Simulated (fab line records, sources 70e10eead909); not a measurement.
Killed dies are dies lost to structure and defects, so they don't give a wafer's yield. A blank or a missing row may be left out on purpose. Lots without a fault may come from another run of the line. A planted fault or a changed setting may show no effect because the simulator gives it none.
fab line records | flow nand_harc
record lots=24 wafers=72 last_day=33
route steps=1302 shown A_SOURCE_PLATE@420 A_ONON_D1@449 A_CHANNEL_HOLE_D1@471 A_CHANNEL_FILL_D1@509
lots that met no fault: from a run of the same line without faults
start_h: hours from the record's first day to the start of the lot's first wafer shown | wait_h: hours since the lot's step before | " the same as in the row above | L1.1+2: a row that stands for several wafers | - no value, or no start given | * or withheld: withheld | < > ~ a bound
route shown NAME@n: a module of which the file shows steps, and the number in the route of the first | usual: mean/standard deviation of fault-free wafers | same: alike in all rows | chamber/n: place in a boat | sites: the reading at each site | _std_site: their standard deviation | _edge_site: outer sites' mean less inner sites' | radius_mm: how far each site lies from the wafer's centre | mask NAME#n: copy n | behind: the tool/chamber that last shaped the wafer | hold: why the lot was held/for how many hours/how that ended | device: the transistor (n, p or np) that didn't switch | end of line: the same wafers' tests at the end of the route | a step without rows: its recipe alone | killed: dies lost to structure and defects at the first sort, not the wafer's yield | map: a wafer's dies, x killed, . not, _ none there
set.NAME: the setting as run; set.NAME@STEP: as run at that earlier step | model.NAME: the simulator's own value behind a step, which no gauge read
steps of the route over a sample of lots; a table a step, a row a wafer
services: from which hour (start_h, from the record's first day; less than 0 if before it) a tool's chamber was out of use, for how many hours, and why
## steps
# step NHARC_A_SOURCE_PLATE_THK_MEAS_06
# recipe thk_meas_gauge=ellipsometry
# usual thk_nm=200.5/2.3
# columns lot.wafer tool chamber start_h wait_h thk_nm
L074.4 film_metro-01 - 160.20 0.4 199.0
L074.5 " - " " 199.6
L074.6 " - " " 200.6
L075.3 film_metro-02 - 172.22 0.4 197.0
L075.4 " - " " 197.3
L075.6 " - " " 197.0
L076.1 film_metro-01 - 185.83 0.4 198.0
L076.2 " - " " 199.7
L076.6 " - " " 200.4
L077.3 film_metro-02 - 185.83 0.4 201.2
L077.5 " - " " 201.4
L077.6 " - " " 199.7
L079.2 film_metro-02 - 204.97 0.4 198.9
L079.4 " - " " 199.1
L079.5 " - " " 199.0
L078.3 film_metro-01 - 204.97 0.4 202.3
L078.4 " - " " 198.8
L078.5 " - " " 199.9
L080.1 film_metro-01 - 215.10 0.4 198.4
L080.2 " - " " 200.4
L080.3 " - " " 197.8
L081.1 film_metro-02 - 226.89 0.4 206.5
L081.3 " - " " 202.8
L081.5 " - " " 204.1
L082.3 film_metro-02 - 243.07 0.4 202.6
L082.4 " - " " 201.7
L082.5 " - " " 199.5
L084.2 film_metro-01 - 259.55 0.4 204.3
L084.4 " - " " 202.8
L084.6 " - " " 203.8
L083.3 film_metro-02 - 259.56 0.4 201.5
L083.4 " - " " 202.4
L083.6 " - " " 204.0
L085.2 film_metro-01 - 265.85 0.4 196.9
L085.5 " - " " 199.5
L085.6 " - " " 198.3
L086.1 film_metro-02 - 277.39 0.4 205.1
L086.2 " - " " 200.0
L086.4 " - " " 203.3
L087.3 film_metro-02 - 287.57 0.4 201.4
L087.5 " - " " 201.1
L087.6 " - " " 202.6
L088.3 film_metro-01 - 307.43 0.4 201.7
L088.4 " - " " 203.9
L088.5 " - " " 202.0
L089.1 film_metro-02 - 310.90 0.4 200.4
L089.3 " - " " 199.6
L089.5 " - " " 199.3
L090.3 film_metro-02 - 318.22 0.4 200.1
L090.4 " - " " 199.6
L090.6 " - " " 202.3
L091.1 film_metro-02 - 327.29 0.4 199.2
L091.2 " - " " 198.4
L091.4 " - " " 198.0
L092.1 film_metro-01 - 336.04 0.4 205.2
L092.3 " - " " 202.2
L092.5 " - " " 202.1
L093.4 film_metro-01 - 355.50 0.4 201.5
L093.5 " - " " 201.1
L093.6 " - " " 199.4
L094.1 film_metro-02 - 360.34 0.4 202.2
L094.2 " - " " 201.4
L094.3 " - " " 199.0
L095.1 film_metro-01 - 375.59 0.4 197.6
L095.4 " - " " 198.9
L095.6 " - " " 198.3
L096.2 film_metro-01 - 383.31 0.4 199.1
L096.5 " - " " 196.8
L096.6 " - " " 197.4
L097.2 film_metro-02 - 389.65 0.4 201.8
L097.3 " - " " 200.9
L097.5 " - " " 199.8
# step NHARC_A_ONON_D1_INSPECT_32
# usual raw_defect_count=69/25
# columns lot.wafer tool chamber start_h wait_h raw_defect_count
L074.4 defect_inspect-02 - 174.01 0.0 80
L074.5 " - " " 44
L074.6 " - " " 48
L075.3 defect_inspect-02 - 185.74 0.0 69
L075.4 " - " " 90
L075.6 " - " " 28
L076.1 defect_inspect-02 - 201.96 0.0 78
L076.2 " - " " 47
L076.6 " - " " 79
L077.3 defect_inspect-01 - 202.11 0.0 78
L077.5 " - " " 84
L077.6 " - " " 48
L078.3 defect_inspect-02 - 218.33 0.0 53
L078.4 " - " " 64
L078.5 " - " " 38
L079.2 defect_inspect-01 - 218.34 0.0 32
L079.4 " - " " 37
L079.5 " - " " 29
L080.1 defect_inspect-01 - 229.12 0.1 72
L080.2 " - " " 88
L080.3 " - " " 85
L081.1 defect_inspect-01 - 241.01 0.0 38
L081.3 " - " " 52
L081.5 " - " " 66
L082.3 defect_inspect-02 - 256.63 0.0 46
L082.4 " - " " 36
L082.5 " - " " 49
L083.3 defect_inspect-02 - 274.24 0.0 79
L083.4 " - " " 65
L083.6 " - " " 139
L084.2 defect_inspect-01 - 274.30 0.0 86
L084.4 " - " " 87
L084.6 " - " " 65
L085.2 defect_inspect-02 - 281.94 0.0 137
L085.5 " - " " 86
L085.6 " - " " 96
L086.1 defect_inspect-02 - 290.87 0.0 90
L086.2 " - " " 148
L086.4 " - " " 107
L087.3 defect_inspect-02 - 301.11 0.0 35
L087.5 " - " " 86
L087.6 " - " " 70
L088.3 defect_inspect-01 - 321.45 0.0 60
L088.4 " - " " 46
L088.5 " - " " 42
L089.1 defect_inspect-01 - 321.71 0.0 63
L089.3 " - " " 83
L089.5 " - " " 105
L090.3 defect_inspect-02 - 332.03 0.0 48
L090.4 " - " " 68
L090.6 " - " " 43
L091.1 defect_inspect-02 - 340.83 0.0 54
L091.2 " - " " 46
L091.4 " - " " 68
L092.1 defect_inspect-01 - 352.37 0.0 79
L092.3 " - " " 84
L092.5 " - " " 50
L093.4 defect_inspect-02 - 370.73 0.0 66
L093.5 " - " " 66
L093.6 " - " " 95
L094.1 defect_inspect-02 - 370.75 0.0 86
L094.2 " - " " 62
L094.3 " - " " 37
L095.1 defect_inspect-01 - 389.06 0.0 73
L095.4 " - " " 46
L095.6 " - " " 90
L096.2 defect_inspect-02 - 396.84 0.0 80
L096.5 " - " " 63
L096.6 " - " " 71
L097.2 defect_inspect-01 - 403.47 0.1 65
L097.3 " - " " 45
L097.5 " - " " 28
# step NHARC_A_CHANNEL_HOLE_D1_ETCH_19
# recipe bias_v=1200 source_w=2500 pressure_mtorr=15 time_s=34.5 ar_flow_sccm=375 c4f8_flow_sccm=28.8 o2_flow_sccm=96.2 temp_c=-20 target_depth_a=* chemistry=C4F8/O2/Ar
# usual c4f8_flow_sccm=28.80/0.095 drypump_motor_current_A=5.5/0.31 showerhead_plenum_p_Torr=3.69/0.11 throttle_valve_pct=37.037/0.0089
# columns lot.wafer tool chamber start_h wait_h c4f8_flow_sccm drypump_motor_current_A rf_hours_counter_h showerhead_plenum_p_Torr throttle_valve_pct
L074.4 har_etch-01 0 180.13 0.1 28.79 5.2 - 3.58 37.032
L074.6 " 0 " " 28.79 5.2 - 3.58 37.021
L074.5 " 1 " " 28.67 5.4 - 3.76 37.040
L075.4 har_etch-02 1 194.62 0.1 28.89 6.1 - 3.81 37.049
L075.3 " 0 " " 28.72 5.5 - 3.82 37.024
L075.6 " 0 " " 28.89 5.5 - 3.82 37.034
L076.1 har_etch-01 0 208.52 2.5 28.78 5.2 103 3.57 37.033
L076.2 " 1 " " 28.87 5.4 103 3.75 37.025
L076.6 " 1 " " 28.91 5.4 - 3.75 37.039
L077.3 har_etch-02 0 210.21 2.3 28.72 5.5 - 3.81 37.020
L077.5 " 0 " " 28.86 5.5 - 3.81 37.046
L077.6 " 1 " " 28.86 6.1 - 3.80 37.029
L078.3 har_etch-01 1 225.29 2.3 28.80 5.4 - 3.74 37.045
L078.4 " 0 " " 28.94 5.2 - 3.56 37.032
L078.5 " 1 " " 28.83 5.4 - 3.74 37.033
L079.2 har_etch-02 1 225.70 1.0 28.77 6.0 321 3.80 37.040
L079.4 " 0 " " 28.86 5.5 - 3.81 37.033
L079.5 " 0 " " 28.93 5.5 - 3.81 37.051
L080.2 har_etch-01 0 233.51 0.1 28.77 5.2 118 3.56 37.041
L080.1 " 1 " " 28.64 5.4 118 3.74 37.033
L080.3 " 0 " " 28.86 5.2 - 3.56 37.040
L081.1 har_etch-02 1 253.17 4.0 28.79 6.1 340 3.79 37.030
L081.3 " 1 " " 28.86 6.0 - 3.79 37.041
L081.5 " 1 " " 28.69 6.0 - 3.79 37.048
L082.3 har_etch-01 1 260.75 0.1 28.85 5.4 - 3.73 37.036
L082.4 " 0 " " 28.69 5.2 - 3.55 37.040
L082.5 " 1 " " 28.81 5.4 - 3.73 37.023
L083.3 har_etch-02 0 282.67 2.0 28.67 5.5 - 3.79 37.023
L083.4 " 1 " " 28.88 6.1 - 3.78 37.040
L083.6 " 1 " " 28.85 6.1 - 3.78 37.033
L084.2 har_etch-01 1 286.49 4.5 28.89 5.4 149 3.73 37.028
L084.4 " 0 " " 28.90 5.2 - 3.55 37.055
L084.6 " 1 " " 28.84 5.4 - 3.73 37.030
L085.2 har_etch-02 0 287.34 0.1 28.78 5.5 340 3.79 37.055
L085.6 " 0 " " 28.74 5.5 - 3.79 37.040
L085.5 " 1 " " 28.91 6.1 - 3.78 37.042
L086.2 har_etch-01 0 297.53 0.1 28.69 5.2 156 3.54 37.033
L086.1 " 1 " " 28.89 5.4 156 3.72 37.032
L086.4 " 1 " " 28.89 5.4 - 3.72 37.023
L087.3 har_etch-01 1 309.91 0.1 28.72 5.4 - 3.72 37.017
L087.6 " 1 " " 28.73 5.4 - 3.72 37.040
L087.5 " 0 " " 28.79 5.2 - 3.54 37.035
L088.4 har_etch-02 1 329.36 3.2 28.96 6.1 - 3.77 37.031
L088.3 " 0 " " 28.69 5.5 - 3.77 37.041
L088.5 " 1 " " 28.84 6.1 - 3.77 37.051
L089.1 har_etch-01 1 330.90 4.7 28.69 5.4 176 3.71 37.030
L089.3 " 1 " " 28.79 5.4 - 3.71 37.044
L089.5 " 1 " " 28.71 5.4 - 3.71 37.037
L090.4 har_etch-02 1 341.52 4.9 28.89 6.1 - 3.76 37.052
L090.3 " 0 " " 28.85 5.5 - 3.77 37.027
L090.6 " 1 " " 28.90 6.0 - 3.77 37.047
L091.1 har_etch-02 0 345.67 0.9 28.88 5.5 382 3.76 37.040
L091.2 " 1 " " 28.80 6.1 382 3.76 37.037
L091.4 " 1 " " 28.71 6.0 - 3.76 37.047
L092.1 har_etch-01 0 362.01 2.0 28.71 5.2 195 3.52 37.057
L092.3 " 1 " " 28.88 5.4 - 3.70 37.040
L092.5 " 1 " " 28.90 5.4 - 3.70 37.056
L093.4 har_etch-02 1 375.35 0.1 28.83 6.1 - 3.76 37.042
L093.5 " 1 " " 28.81 6.1 - 3.76 37.042
L093.6 " 0 " " 28.86 5.5 - 3.76 37.038
L094.1 har_etch-01 1 376.97 0.1 28.95 5.4 203 3.69 37.028
L094.2 " 0 " " 29.01 5.2 203 3.52 37.036
L094.3 " 0 " " 28.94 5.2 - 3.52 37.045
L095.1 har_etch-01 1 393.33 0.1 28.83 5.4 217 3.69 37.042
L095.4 " 1 " " 29.02 5.4 - 3.69 37.040
L095.6 " 0 " " 28.80 5.2 - 3.51 37.049
L096.2 har_etch-01 1 401.63 0.7 28.81 5.4 225 3.68 37.058
L096.5 " 1 " " 28.71 5.4 - 3.68 37.040
L096.6 " 0 " " 28.92 5.2 - 3.50 37.049
L097.2 har_etch-01 1 411.27 0.3 28.80 5.4 233 3.68 37.036
L097.3 " 1 " " 28.88 5.4 - 3.68 37.048
L097.5 " 1 " " 28.91 5.4 - 3.68 37.035
# step NHARC_A_CHANNEL_HOLE_D1_ETCH_22
# recipe bias_v=3000 source_w=withheld pressure_mtorr=20 time_s=666.7 ar_flow_sccm=375 c4f8_flow_sccm=89.3 o2_flow_sccm=35.7 temp_c=-20 target_depth_a=16000 chemistry=C4F8/O2/Ar
# usual c4f8_flow_sccm=89.30/0.27 drypump_motor_current_A=5.5/0.31 showerhead_plenum_p_Torr=3.65/0.1 throttle_valve_pct=32.156/0.0096
# columns lot.wafer tool chamber start_h wait_h c4f8_flow_sccm drypump_motor_current_A rf_hours_counter_h showerhead_plenum_p_Torr throttle_valve_pct
L074.4 har_etch-01 0 181.15 0.4 89.00 5.2 - 3.54 32.162
L074.6 " 0 " " 89.42 5.2 - 3.54 32.140
L074.5 " 1 " " 89.84 5.4 - 3.72 32.159
L075.4 har_etch-02 1 195.64 0.4 89.22 6.1 - 3.76 32.160
L075.3 " 0 " " 88.92 5.5 - 3.77 32.161
L075.6 " 0 " " 88.95 5.5 - 3.77 32.153
L076.1 har_etch-01 0 209.39 0.4 89.57 5.2 104 3.53 32.146
L076.2 " 1 " " 89.64 5.4 104 3.71 32.147
L076.6 " 1 " " 89.32 5.4 - 3.71 32.157
L077.3 har_etch-02 0 211.24 0.4 89.00 5.5 - 3.77 32.144
L077.5 " 0 " " 89.56 5.5 - 3.77 32.162
L077.6 " 1 " " 89.12 6.1 - 3.76 32.168
L078.3 har_etch-01 1 226.29 0.4 89.63 5.4 - 3.70 32.158
L078.4 " 0 " " 89.43 5.2 - 3.53 32.174
L078.5 " 1 " " 89.66 5.4 - 3.70 32.140
L079.2 har_etch-02 1 226.56 0.4 89.23 6.0 322 3.75 32.158
L079.4 " 0 " " 89.19 5.5 - 3.76 32.165
L079.5 " 0 " " 89.21 5.5 - 3.76 32.147
L080.2 har_etch-01 0 234.38 0.4 89.29 5.2 119 3.53 32.167
L080.1 " 1 " " 89.57 5.4 119 3.70 32.154
L080.3 " 0 " " 89.15 5.2 - 3.53 32.154
L081.1 har_etch-02 1 254.11 0.4 89.28 6.0 341 3.74 32.156
L081.3 " 1 " " 89.39 6.0 - 3.74 32.172
L081.5 " 1 " " 89.38 6.1 - 3.74 32.159
L082.3 har_etch-01 1 261.77 0.4 89.08 5.4 - 3.69 32.146
L082.4 " 0 " " 89.56 5.1 - 3.52 32.154
L082.5 " 1 " " 89.38 5.4 - 3.69 32.155
L083.3 har_etch-02 0 283.69 0.4 88.86 5.5 - 3.74 32.170
L083.4 " 1 " " 89.05 6.1 - 3.74 32.151
L083.6 " 1 " " 88.76 6.1 - 3.74 32.145
L084.2 har_etch-01 1 287.42 0.4 89.56 5.4 150 3.68 32.144
L084.4 " 0 " " 89.38 5.2 - 3.51 32.150
L084.6 " 1 " " 89.08 5.4 - 3.68 32.152
L085.2 har_etch-02 0 288.21 0.4 89.18 5.5 341 3.74 32.145
L085.6 " 0 " " 89.46 5.5 - 3.74 32.142
L085.5 " 1 " " 89.38 6.1 - 3.73 32.161
L086.2 har_etch-01 0 298.40 0.4 88.89 5.2 157 3.51 32.147
L086.1 " 1 " " 89.23 5.4 157 3.68 32.150
L086.4 " 1 " " 89.12 5.4 - 3.68 32.158
L087.3 har_etch-01 1 310.93 0.4 89.22 5.4 - 3.68 32.148
L087.6 " 1 " " 89.21 5.4 - 3.68 32.151
L087.5 " 0 " " 89.53 5.1 - 3.50 32.163
L088.4 har_etch-02 1 330.38 0.4 89.06 6.1 - 3.73 32.148
L088.3 " 0 " " 89.40 5.5 - 3.73 32.154
L088.5 " 1 " " 89.54 6.1 - 3.73 32.171
L089.1 har_etch-01 1 331.83 0.4 89.42 5.4 177 3.67 32.167
L089.3 " 1 " " 89.13 5.4 - 3.67 32.159
L089.5 " 1 " " 89.41 5.4 - 3.67 32.173
L090.4 har_etch-02 1 342.54 0.4 89.16 6.0 - 3.72 32.148
L090.3 " 0 " " 89.25 5.5 - 3.72 32.158
L090.6 " 1 " " 89.21 6.1 - 3.72 32.145
L091.1 har_etch-02 0 346.54 0.4 89.28 5.5 383 3.72 32.175
L091.2 " 1 " " 88.91 6.1 383 3.72 32.158
L091.4 " 1 " " 88.92 6.1 - 3.72 32.165
L092.1 har_etch-01 0 362.87 0.4 89.33 5.2 196 3.49 32.153
L092.3 " 1 " " 89.35 5.4 - 3.66 32.147
L092.5 " 1 " " 89.23 5.4 - 3.66 32.180
L093.4 har_etch-02 1 376.38 0.4 89.06 6.1 - 3.71 32.157
L093.5 " 1 " " 89.05 6.1 - 3.71 32.167
L093.6 " 0 " " 89.46 5.5 - 3.71 32.146
L094.1 har_etch-01 1 377.84 0.4 89.68 5.4 203 3.65 32.158
L094.2 " 0 " " 89.47 5.2 203 3.48 32.159
L094.3 " 0 " " 89.29 5.2 - 3.48 32.161
L095.1 har_etch-01 1 394.19 0.4 89.50 5.4 218 3.65 32.165
L095.4 " 1 " " 89.41 5.4 - 3.65 32.155
L095.6 " 0 " " 89.39 5.2 - 3.47 32.160
L096.2 har_etch-01 1 402.50 0.4 89.32 5.4 226 3.64 32.148
L096.5 " 1 " " 89.13 5.4 - 3.64 32.161
L096.6 " 0 " " 89.34 5.2 - 3.47 32.145
L097.2 har_etch-01 1 412.15 0.4 89.18 5.4 234 3.64 32.164
L097.3 " 1 " " 88.84 5.4 - 3.64 32.156
L097.5 " 1 " " 89.44 5.4 - 3.64 32.167
# step NHARC_A_CHANNEL_HOLE_D1_ETCH_44
# recipe target_depth_a=1400 overetch_a=140 time_s=77 ion_energy_ev=100 cf4_flow_sccm=80 o2_flow_sccm=20 ar_flow_sccm=0 rf_w=300 bias_w=100 chemistry=CF4/O2
# usual drypump_motor_current_A=6.0/0.35 oes_product_au=0.997/0.0096 rf_vpp_V=197.6/1.4 showerhead_plenum_p_Torr=1.33/0.049 throttle_valve_pct=13.398/0.0097
# columns lot.wafer tool chamber start_h wait_h drypump_motor_current_A oes_product_au rf_hours_counter_h rf_vpp_V showerhead_plenum_p_Torr throttle_valve_pct
L074.4 rie_diel-06 3 184.83 0.1 5.3 0.993 4 199.2 1.34 13.403
L074.5 " 0 " " 6.3 0.983 - 197.4 1.29 13.386
L074.6 " 1 " " 5.9 0.992 - 195.2 1.24 13.395
L075.4 rie_diel-03 3 199.29 0.0 6.1 0.991 21 198.8 1.40 13.400
L075.3 " 0 " " 6.1 1.015 25 198.5 1.33 13.412
L075.6 " 0 " " 6.0 1.008 - 200.6 1.33 13.395
L077.3 rie_diel-06 1 214.95 0.1 6.0 0.996 6 196.2 1.24 13.406
L077.6 " 3 " " 5.3 0.995 - 197.5 1.34 13.397
L077.5 " 0 " " 6.2 1.003 - 197.3 1.29 13.392
L076.1 rie_diel-03 0 216.24 0.1 6.0 1.002 33 198.4 1.33 13.385
L076.2 " 2 " " 6.0 1.001 31 198.0 1.43 13.409
L076.6 " 0 " " 6.0 1.000 - 197.0 1.33 13.406
L078.4 rie_diel-06 1 229.98 0.1 6.0 0.992 8 195.4 1.24 13.391
L078.3 " 3 " " 5.3 0.982 9 197.9 1.34 13.378
L078.5 " 1 " " 6.0 1.002 - 196.3 1.24 13.408
L079.2 rie_diel-01 3 230.42 0.1 6.5 1.006 7 198.9 1.35 13.390
L079.4 " 1 " " 6.5 1.014 8 197.9 1.31 13.384
L079.5 " 0 " " 5.7 1.002 - 196.5 1.35 13.396
L080.3 rie_diel-06 2 238.24 0.0 6.0 0.993 9 199.8 1.35 13.397
L080.1 " 3 " " 5.3 0.991 9 197.3 1.34 13.405
L080.2 " 0 " " 6.3 0.989 9 195.1 1.29 13.429
L081.1 rie_diel-03 3 257.86 0.1 6.2 0.993 41 199.3 1.40 13.390
L081.3 " 0 " " 6.1 1.002 40 196.9 1.33 13.396
L081.5 " 2 " " 6.0 1.016 - 201.3 1.43 13.391
L082.3 rie_diel-06 3 265.47 0.1 5.3 0.990 12 198.3 1.34 13.398
L082.5 " 1 " " 6.0 0.985 - 196.6 1.24 13.403
L082.4 " 3 " " 5.3 0.982 - 197.5 1.34 13.394
L083.4 rie_diel-06 1 287.37 0.1 6.0 0.997 13 195.2 1.24 13.390
L083.3 " 0 " " 6.3 0.994 14 195.4 1.29 13.405
L083.6 " 1 " " 6.0 0.991 - 196.9 1.24 13.393
L084.2 rie_diel-03 1 291.19 0.1 6.3 0.998 0 196.8 1.32 13.414
L084.4 " 0 " " 6.1 1.013 0 196.1 1.33 13.417
L084.6 " 2 " " 6.0 1.008 - 200.7 1.42 13.415
L085.2 rie_diel-06 1 292.08 0.1 6.0 0.993 13 194.9 1.24 13.394
L085.5 " 0 " " 6.3 0.980 - 197.1 1.29 13.392
L085.6 " 1 " " 6.0 0.984 - 195.2 1.24 13.421
L086.2 rie_diel-06 2 302.25 0.1 6.0 0.983 14 197.2 1.35 13.390
L086.1 " 3 " " 5.3 0.980 15 197.5 1.34 13.399
L086.4 " 0 " " 6.2 0.994 14 197.6 1.29 13.382
L087.3 rie_diel-01 1 314.68 0.1 6.5 1.005 43 198.4 1.31 13.405
L087.5 " 3 " " 6.4 1.006 - 199.0 1.34 13.395
L087.6 " 0 " " 5.6 1.019 - 199.5 1.34 13.397
L088.4 rie_diel-06 3 334.03 0.0 5.3 0.987 2 196.6 1.34 13.388
L088.3 " 0 " " 6.2 0.988 2 196.4 1.29 13.410
L088.5 " 0 " " 6.2 0.988 - 198.1 1.29 13.380
L089.1 rie_diel-01 3 335.63 0.1 6.5 1.000 41 199.6 1.34 13.392
L089.3 " 2 " " 6.0 1.011 45 195.9 1.29 13.411
L089.5 " 0 " " 5.7 0.985 - 200.0 1.34 13.388
L090.4 rie_diel-03 0 346.25 0.1 6.0 1.012 20 196.4 1.32 13.393
L090.3 " 1 " " 6.3 1.012 19 197.4 1.31 13.403
L090.6 " 3 " " 6.2 1.005 - 199.7 1.39 13.380
L091.1 rie_diel-06 3 350.39 0.0 5.3 0.992 4 197.8 1.34 13.402
L091.2 " 1 " " 6.0 0.989 3 195.3 1.24 13.392
L091.4 " 2 " " 6.0 0.989 4 197.8 1.35 13.393
L092.3 rie_diel-03 2 366.72 0.1 6.0 0.992 24 200.7 1.42 13.390
L092.1 " 0 " " 6.0 1.009 24 197.6 1.32 13.397
L092.5 " 2 " " 6.1 1.002 - 197.5 1.42 13.410
L093.4 rie_diel-06 3 380.05 0.1 5.3 1.004 6 197.5 1.34 13.401
L093.5 " 2 " " 6.0 1.002 - 198.1 1.35 13.384
L093.6 " 3 " " 5.3 0.999 - 197.6 1.34 13.404
L094.2 rie_diel-01 2 381.71 0.1 6.0 1.015 55 196.9 1.29 13.396
L094.1 " 0 " " 5.7 0.994 58 198.3 1.34 13.407
L094.3 " 1 " " 6.5 1.000 56 197.5 1.30 13.410
L095.1 rie_diel-06 3 398.03 0.1 5.3 0.995 7 198.3 1.34 13.392
L095.4 " 1 " " 6.0 0.995 7 197.1 1.24 13.394
L095.6 " 2 " " 6.0 0.996 - 197.3 1.34 13.398
L096.2 rie_diel-06 2 406.35 0.1 6.0 1.006 9 197.6 1.34 13.386
L096.5 " 2 " " 6.0 0.985 - 196.2 1.35 13.400
L096.6 " 3 " " 5.3 0.995 - 198.0 1.34 13.389
L097.2 rie_diel-06 2 416.03 0.0 6.0 0.994 9 197.7 1.34 13.407
L097.3 " 3 " " 5.3 0.997 8 198.0 1.34 13.392
L097.5 " 2 " " 6.0 0.988 - 197.4 1.34 13.387
# step NHARC_A_CHANNEL_FILL_D1_STRIP_29
# recipe time_s=20 o2_flow_sccm=500 ar_flow_sccm=0 bias_w=0 chemistry=O2
# usual drypump_motor_current_A=5.3/0.45 oes_product_au=0.994/0.009 rf_vpp_V=57.6/0.87 showerhead_plenum_p_Torr=3.47/0.13 throttle_valve_pct=17.035/0.0094
# columns lot.wafer tool chamber start_h wait_h drypump_motor_current_A oes_product_au rf_hours_counter_h rf_vpp_V showerhead_plenum_p_Torr throttle_valve_pct
L074.4 rie_diel-13 1 - - 5.1 0.989 4 58.6 3.47 17.030
L074.5 " 2 " " 6.2 0.990 - 57.8 3.35 17.033
L074.6 " 3 " " 5.1 0.990 - 58.8 3.50 17.041
L075.4 rie_diel-08 0 - - 5.0 1.008 2 58.1 3.37 17.033
L075.3 " 1 " " 5.1 0.998 2 59.0 3.79 17.030
L075.6 " 1 " " 5.1 0.990 - 59.3 3.79 17.041
L077.3 rie_diel-13 2 - - 6.2 0.988 7 58.3 3.35 17.036
L077.5 " 1 " " 5.1 0.990 - 56.9 3.47 17.043
L077.6 " 2 " " 6.2 0.998 - 57.9 3.35 17.040
L076.2 rie_diel-08 3 - - 5.2 1.003 3 57.9 3.33 17.046
L076.1 " 0 " " 5.0 1.004 3 59.5 3.38 17.022
L076.6 " 3 " " 5.2 1.006 - 56.8 3.33 17.042
L078.3 rie_diel-13 0 - - 5.7 0.996 6 57.6 3.39 17.028
L078.4 " 1 " " 5.0 0.994 8 57.0 3.47 17.033
L078.5 " 2 " " 6.2 0.994 - 57.6 3.35 17.058
L079.4 rie_diel-09 2 - - 4.8 0.982 5 58.0 3.49 17.028
L079.2 " 3 " " 5.1 0.983 6 57.3 3.38 17.036
L079.5 " 0 " " 5.8 0.984 - 56.8 3.43 17.037
L080.2 rie_diel-13 1 - - 5.0 0.998 9 57.9 3.47 17.040
L080.3 " 3 " " 5.1 0.995 7 57.0 3.49 17.046
L080.1 " 0 " " 5.7 0.969 7 57.6 3.39 17.034
L081.3 rie_diel-08 0 - - 5.0 1.013 5 57.0 3.37 17.037
L081.1 " 2 " " 4.8 0.999 4 56.8 3.59 17.046
L081.5 " 1 " " 5.1 0.998 - 58.2 3.79 17.037
L082.4 rie_diel-13 1 - - 5.0 1.001 10 56.9 3.47 17.050
L082.3 " 2 " " 6.2 0.985 10 56.7 3.35 17.033
L082.5 " 1 " " 5.0 1.002 - 57.0 3.47 17.023
L084.2 rie_diel-13 0 - - 5.8 0.981 11 57.7 3.39 17.018
L084.4 " 3 " " 5.1 0.994 10 55.7 3.49 17.030
L084.6 " 0 " " 5.8 0.989 - 57.0 3.39 17.022
L083.3 rie_diel-08 1 - - 5.1 0.975 6 58.0 3.79 17.025
L083.4 " 0 " " 5.0 0.981 7 56.3 3.37 17.037
L083.6 " 2 " " 4.8 0.993 - 58.2 3.59 17.031
L085.2 rie_diel-13 3 - - 5.1 0.992 10 57.5 3.49 17.034
L085.6 " 3 " " 5.1 0.989 - 56.9 3.49 17.052
L085.5 " 0 " " 5.8 0.986 - 58.0 3.39 17.015
L086.1 rie_diel-08 3 - - 5.2 1.001 8 56.7 3.33 17.024
L086.4 " 0 " " 5.0 0.989 9 58.3 3.37 17.038
L086.2 " 2 " " 4.8 1.002 7 58.4 3.59 17.026
L087.3 rie_diel-13 3 - - 5.1 0.989 0 57.2 3.49 17.038
L087.5 " 1 " " 5.0 0.993 - 55.6 3.47 17.054
L087.6 " 2 " " 6.2 0.998 - 56.2 3.35 17.023
L089.3 rie_diel-13 2 - - 6.2 0.997 2 58.0 3.35 17.036
L089.1 " 3 " " 5.0 0.993 2 58.0 3.49 17.035
L089.5 " 1 " " 5.0 1.002 - 57.4 3.47 17.034
L088.4 rie_diel-08 2 - - 4.8 0.980 0 57.2 3.59 17.026
L088.3 " 3 " " 5.2 0.986 0 57.0 3.33 17.027
L088.5 " 0 " " 5.0 0.989 - 57.2 3.37 17.038
L090.3 rie_diel-13 1 - - 5.0 0.996 2 58.4 3.47 17.048
L090.4 " 3 " " 5.1 0.997 2 58.1 3.49 17.050
L090.6 " 1 " " 5.0 1.001 - 58.6 3.47 17.030
L091.2 rie_diel-13 2 - - 6.2 1.004 3 57.2 3.34 17.044
L091.4 " 3 " " 5.1 1.008 3 58.6 3.49 17.040
L091.1 " 0 " " 5.8 0.994 3 57.5 3.38 17.046
L092.1 rie_diel-08 0 - - 5.0 1.004 1 58.0 3.37 17.028
L092.3 " 1 " " 5.0 0.997 1 57.9 3.79 17.043
L092.5 " 3 " " 5.2 0.987 - 59.1 3.33 17.029
L093.4 rie_diel-08 1 - - 5.1 0.980 3 57.5 3.79 17.038
L093.5 " 1 " " 5.0 0.999 - 57.9 3.79 17.042
L093.6 " 2 " " 4.8 0.983 - 57.2 3.59 17.031
L094.2 rie_diel-09 3 - - 5.1 1.007 4 59.1 3.38 17.018
L094.1 " 1 " " 5.8 0.977 4 59.8 3.71 17.025
L094.3 " 2 " " 4.8 0.997 5 59.3 3.49 17.038
L095.1 rie_diel-13 0 441.14 0.1 5.8 1.005 5 56.6 3.38 17.044
L095.4 " 0 " " 5.8 0.994 - 55.7 3.38 17.045
L095.6 " 1 " " 5.0 0.990 - 58.3 3.47 17.043
L096.2 rie_diel-09 1 - - 5.8 0.982 5 58.3 3.71 17.025
L096.5 " 0 " " 5.8 0.999 - 57.0 3.42 17.036
L096.6 " 1 " " 5.8 0.976 - 58.3 3.71 17.031
L097.3 rie_diel-13 1 - - 5.0 1.005 6 57.5 3.47 17.043
L097.2 " 2 " " 6.2 0.999 4 58.3 3.34 17.028
L097.5 " 1 " " 5.0 0.995 - 57.0 3.47 17.030
## services
# columns tool chamber start_h hours kind
rie_diel-13 - 165.00 9.0 pm
rie_diel-01 2 170.04 42.2 repair
rie_diel-08 - 190.80 9.0 pm
rie_diel-13 0 205.88 2.7 repair
rie_diel-01 - 206.83 9.0 pm
rie_diel-13 3 212.98 2.3 repair
rie_diel-03 0 225.56 13.9 repair
rie_diel-13 3 236.75 9.1 repair
rie_diel-08 1 258.04 2.9 repair
rie_diel-01 1 258.76 4.2 repair
rie_diel-06 2 262.08 8.7 repair
rie_diel-01 1 266.35 4.0 repair
rie_diel-03 - 281.38 9.0 pm
rie_diel-03 - 305.25 2.1 repair
rie_diel-06 - 307.20 9.0 pm
rie_diel-06 1 322.10 6.5 repair
rie_diel-13 - 342.00 9.0 pm
rie_diel-03 - 344.08 1.1 repair
rie_diel-08 - 367.80 9.0 pm
har_etch-02 - 379.49 17.0 pm
rie_diel-03 3 412.11 5.2 repair
rie_diel-13 2 416.51 25.1 repair
rie_diel-06 1 442.25 3.6 repair
rie_diel-03 - 458.41 9.0 pm
## key
fault none
